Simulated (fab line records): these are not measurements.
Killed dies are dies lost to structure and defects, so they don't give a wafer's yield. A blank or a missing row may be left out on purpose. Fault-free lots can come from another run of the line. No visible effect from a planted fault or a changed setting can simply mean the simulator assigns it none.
Matching of chambers + flow n5 finfet + N5_FIN_CUT_DESCUM_13 on rie diel-04: 4 sister chambers
The step chemistry O2, time 7 s. 14 wafers are shown with their chamber, then 7 later ones without.

WAFERS, EACH WITH ITS CHAMBER
| wafer  | chamber | drypump motor current A (A) | showerhead plenum p Torr (Torr) | throttle valve pct (%) |
|--------|---------|-----------------------------|---------------------------------|------------------------|
| L074.2 | 0       | 6.1                         | 2.10                            | 20.43                  |
| L074.3 | 3       | 5.0                         | 2.09                            | 20.64                  |
| L074.5 | 1       | 5.6                         | 2.12                            | 20.69                  |
| L079.2 | 3       | 4.9                         | 2.08                            | 20.67                  |
| L079.5 | 0       | 6.1                         | 2.10                            | 20.45                  |
| L079.6 | 1       | 5.6                         | 2.12                            | 20.69                  |
| L080.2 | 0       | 6.2                         | 2.09                            | 20.46                  |
| L080.3 | 2       | 6.5                         | 1.99                            | 20.36                  |
| L080.6 | 0       | 6.1                         | 2.09                            | 20.46                  |
| L083.2 | 0       | 6.1                         | 2.09                            | 20.47                  |
| L083.5 | 3       | 5.0                         | 2.08                            | 20.65                  |
| L083.6 | 0       | 6.1                         | 2.09                            | 20.46                  |
| L086.1 | 2       | 6.5                         | 1.98                            | 20.39                  |
| L086.5 | 1       | 5.5                         | 2.11                            | 20.73                  |

SIGNATURES (averages over the wafers above)
| reading                  | chamber 0 | chamber 1 | chamber 2 | chamber 3 | scatter within a chamber |
|--------------------------|-----------|-----------|-----------|-----------|--------------------------|
| drypump motor current A  | 6.117     | 5.567     | 6.500     | 4.967     | 0.0465                   |
| showerhead plenum p Torr | 2.0933    | 2.1167    | 1.9850    | 2.0833    | 0.00563                  |
| throttle valve pct       | 20.4550   | 20.7033   | 20.3750   | 20.6533   | 0.0171                   |
Rule: for each reading, subtract the chamber's mean from the wafer's reading, divide by that reading's scatter and square the result; add these up over the readings and take the root, which gives the wafer's distance from the chamber. The wafer belongs to the nearest chamber; if the next one is less than 2 further off, it can't be placed. The scatter: the root of (the sum of the squares of (reading less its chamber's mean) over the shown wafers, divided by (wafers less chambers)).

WAFERS WITHOUT THEIR CHAMBER
| wafer  | drypump motor current A (A) | showerhead plenum p Torr (Torr) | throttle valve pct (%) |
|--------|-----------------------------|---------------------------------|------------------------|
| L086.6 | 6.2                         | 2.09                            | 20.49                  |
| L093.1 | 5.0                         | 2.08                            | 20.68                  |
| L093.4 | 5.6                         | 2.11                            | 20.75                  |
| L093.5 | 6.5                         | 1.98                            | 20.39                  |
| L095.2 | 5.5                         | 2.11                            | 20.75                  |
| L095.3 | 6.5                         | 1.98                            | 20.41                  |
| L095.4 | 5.0                         | 2.08                            | 20.70                  |

EACH ONE'S CHAMBER
| wafer  | from the rows above | in truth |
|--------|---------------------|----------|
| L086.6 | 0                   | 0        |
| L093.1 | 3                   | 3        |
| L093.4 | 1                   | 1        |
| L093.5 | 2                   | 2        |
| L095.2 | 1                   | 1        |
| L095.3 | 2                   | 2        |
| L095.4 | 3                   | 3        |
Placed correctly: 7 of 7. Left unplaced by these rows: 0. Wrongly placed: 0.
